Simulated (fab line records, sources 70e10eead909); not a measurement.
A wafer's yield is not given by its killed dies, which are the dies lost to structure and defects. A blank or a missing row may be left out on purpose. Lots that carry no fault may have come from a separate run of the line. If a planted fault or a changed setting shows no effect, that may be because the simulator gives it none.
Which of the tools did it?	flow nand harc	6 lots, 18 wafers sampled, at 4 steps of a route of 1302

WHAT THE GAUGES SHOWED, per wafer
NHARC_A_ONON_D2_THK_MEAS_08: measures by ellipsometry.
lot	measured	on	thk nm (nm)
L607	day 13 06:14	film metro-02	1005 1006 1005
L613	day 15 06:26	film metro-01	1003 1002 1002
L615	day 15 20:29	film metro-01	994 992 993
L618	day 17 11:40	film metro-02	1002 1005 1005
L623	day 19 03:58	film metro-02	990 989 990
L628	day 21 21:13	film metro-01	1000 1000 1706

WHICH TOOL RAN EACH LOT (tool, then ch and the chambers of the sampled wafers, then the start)
lot	NHARC_A_CHANNEL_FILL_D1_ETCHBACK_08	NHARC_A_CHANNEL_FILL_D1_CMP_10	NHARC_A_ONON_D2_DEP_06
L607	rie diel-11 ch 0,1,3, day 11 19:14 or earlier	cmp-03 ch 0,1,2, day 11 19:14	pecvd onon-03 ch 0, day 13 05:51
L613	rie diel-02 ch 0,1,3, day 13 19:53 or earlier	cmp-03 ch 1,2,3, day 13 19:53	pecvd onon-01 ch 0, day 15 05:59
L615	rie diel-02 ch 0,1, day 14 10:15 or earlier	cmp-02 ch 0,1,3, day 14 10:15	pecvd onon-03 ch 0, day 15 20:02
L618	rie diel-11 ch 0,1,3, day 15 23:56 or earlier	cmp-01 ch 1,2,3, day 15 23:56	pecvd onon-01 ch 0, day 17 11:16
L623	rie diel-07 ch 1,2,3, day 17 12:32 or earlier	cmp-02 ch 2,3, day 17 12:32	pecvd onon-03 ch 0, day 19 03:34
L628	rie diel-02 ch 0,1,3, day 20 06:21 or earlier	cmp-03 ch 0,2,3, day 20 06:21	pecvd onon-01 ch 0, day 21 20:46
- NHARC_A_CHANNEL_FILL_D1_ETCHBACK_08: etches the open film in C4F8, target depth 220 nm, time 110 s.
- NHARC_A_CHANNEL_FILL_D1_CMP_10: polishes, target thk 150 nm.
- NHARC_A_ONON_D2_DEP_06: target thk 1000 nm.

THE ANSWER, worked out from the rows above alone
Rule: usual is defined by the lots themselves. Put in order of their means at a reading, lots are off if they are a third of the lots or fewer, leave a main group of 4 or more, and stand apart from it by a gap of 3 or more times the standard deviation of the main group's means; of several such gaps the widest counts. Not used: any main group whose means are identical at the precision the tables above print for the reading. A lot without any number at a reading at which 4 lots or more have one is off too. All remaining lots with rows at the step are treated as sound.
Off at NHARC_A_ONON_D2_THK_MEAS_08 (thk nm): L628. Main group: mean 999 nm, sd 6.3.
If a tool, at a process step before that reading, ran all the lots that are off and no sound lot after the first of them, it fits. Those tools and the gauges at NHARC_A_ONON_D2_THK_MEAS_08 are tried in the same way. NHARC_A_CHANNEL_FILL_D1_ETCHBACK_08 gives no start for some lots, so the hours and the order of its lots are those of NHARC_A_CHANNEL_FILL_D1_CMP_10. Can't be told from this: 4 tools fit, rie diel-02 at NHARC_A_CHANNEL_FILL_D1_ETCHBACK_08, cmp-03 at NHARC_A_CHANNEL_FILL_D1_CMP_10, pecvd onon-01 at NHARC_A_ONON_D2_DEP_06, film metro-01 at NHARC_A_ONON_D2_THK_MEAS_08.

WHAT WAS PUT IN BY THE SIMULATOR
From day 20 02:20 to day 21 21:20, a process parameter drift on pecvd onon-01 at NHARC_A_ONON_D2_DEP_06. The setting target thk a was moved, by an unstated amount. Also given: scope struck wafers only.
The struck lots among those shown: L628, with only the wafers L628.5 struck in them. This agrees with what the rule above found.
